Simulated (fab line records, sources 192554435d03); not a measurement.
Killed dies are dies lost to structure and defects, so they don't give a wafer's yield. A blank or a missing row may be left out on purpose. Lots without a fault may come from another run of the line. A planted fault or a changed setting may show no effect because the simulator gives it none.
Split-lot experiment | flow n5_finfet | 7 lots, 21 wafers read, on a route of 1938 steps

THE SPLIT
At N5_DUMMY_GATE_COAT_28 (time 60 s, resist thk 10 nm), the setting spin_rpm was moved away from the recipe's 1500 rpm on 6 of the 21 wafers read, by -7.5% to +10.1%. The other wafers ran this setting at the recipe's value.

The reading is taken at the split's own step.

THE READING
underlayer_of_DUMMY_GATE_COAT_28.thk_nm (the simulator's own value, which no gauge read), in nm, at N5_DUMMY_GATE_COAT_28 (time 60 s, resist thk 10 nm). The file gives no usual value for it.

wafer  | tool, chamber at the split | spin_rpm as run, rpm | against the recipe | underlayer_of_DUMMY_GATE_COAT_28.thk_nm, nm | against lot-mates on the recipe
L077.2 | litho_track-02, 0          | 1608                 | +7.2%              | 9.8                                         | -0.2
L077.3 | litho_track-02, 0          | 1500                 | recipe             | 10                                          | -
L077.5 | litho_track-02, 0          | 1500                 | recipe             | 10                                          | -
L078.2 | litho_track-02, 0          | 1500                 | recipe             | 10                                          | -
L078.3 | litho_track-02, 0          | 1553                 | +3.5%              | 9.8                                         | -0.2
L078.5 | litho_track-02, 0          | 1553                 | +3.5%              | 9.8                                         | -0.2
L079.3 | litho_track-01, 0          | 1500                 | recipe             | 10                                          | -
L079.4 | litho_track-01, 0          | 1500                 | recipe             | 10                                          | -
L079.6 | litho_track-01, 0          | 1500                 | recipe             | 10                                          | -
L080.2 | litho_track-04, 0          | 1500                 | recipe             | 10                                          | -
L080.3 | litho_track-04, 0          | 1500                 | recipe             | 10                                          | -
L080.4 | litho_track-04, 0          | 1388                 | -7.5%              | 10.4                                        | +0.4
L086.1 | litho_track-04, 0          | 1500                 | recipe             | 10                                          | -
L086.2 | litho_track-04, 0          | 1651                 | +10.1%             | 9.6                                         | -0.4
L086.3 | litho_track-04, 0          | 1651                 | +10.1%             | 9.4                                         | -0.6
L090.3 | litho_track-01, 0          | 1500                 | recipe             | 10                                          | -
L090.5 | litho_track-01, 0          | 1500                 | recipe             | 10                                          | -
L090.6 | litho_track-01, 0          | 1500                 | recipe             | 10                                          | -
L091.1 | litho_track-04, 0          | 1500                 | recipe             | 10                                          | -
L091.4 | litho_track-04, 0          | 1500                 | recipe             | 10                                          | -
L091.6 | litho_track-04, 0          | 1500                 | recipe             | 10                                          | -

THE FIT
A straight line over all 21 wafers: underlayer_of_DUMMY_GATE_COAT_28.thk_nm changes by -0.0478 nm for each +1% of spin_rpm; r = -0.97; the points scatter about the line by 0.049 nm.
The same after taking each lot's own level away (the mean of its wafers on the recipe; 21 wafers): -0.0478 nm for each +1%; r = -0.97; scatter 0.049 nm.
On that fit, the largest move of spin_rpm shifts the reading by 0.48 nm.
The lots' own levels span 10.00 to 10.00 nm.
So the lot-to-lot level changes the slope little: the two slopes agree.
Check: with one of the wafers moved furthest among these (+10.1%) left out of the fit, the line predicts -0.51 nm for it against its lot-mates. It came out at -0.4 nm against them.

OTHER SPLITS ON THESE WAFERS
These wafers also went through other splits before the reading. Each is held against what the fit with the lots' levels taken away leaves over:
other split on the same wafers | wafers away from the commonest value | r with underlayer_of_DUMMY_GATE_COAT_28.thk_nm (lot level and that fit taken away)
N5_FIN_CUT_COAT_19 spin_rpm    | 10                                   | +0.11

THE FILE'S OWN FIT
underlayer_of_DUMMY_GATE_COAT_28.thk_nm changes by -0.0459 nm for each +1% of spin_rpm, r = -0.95.
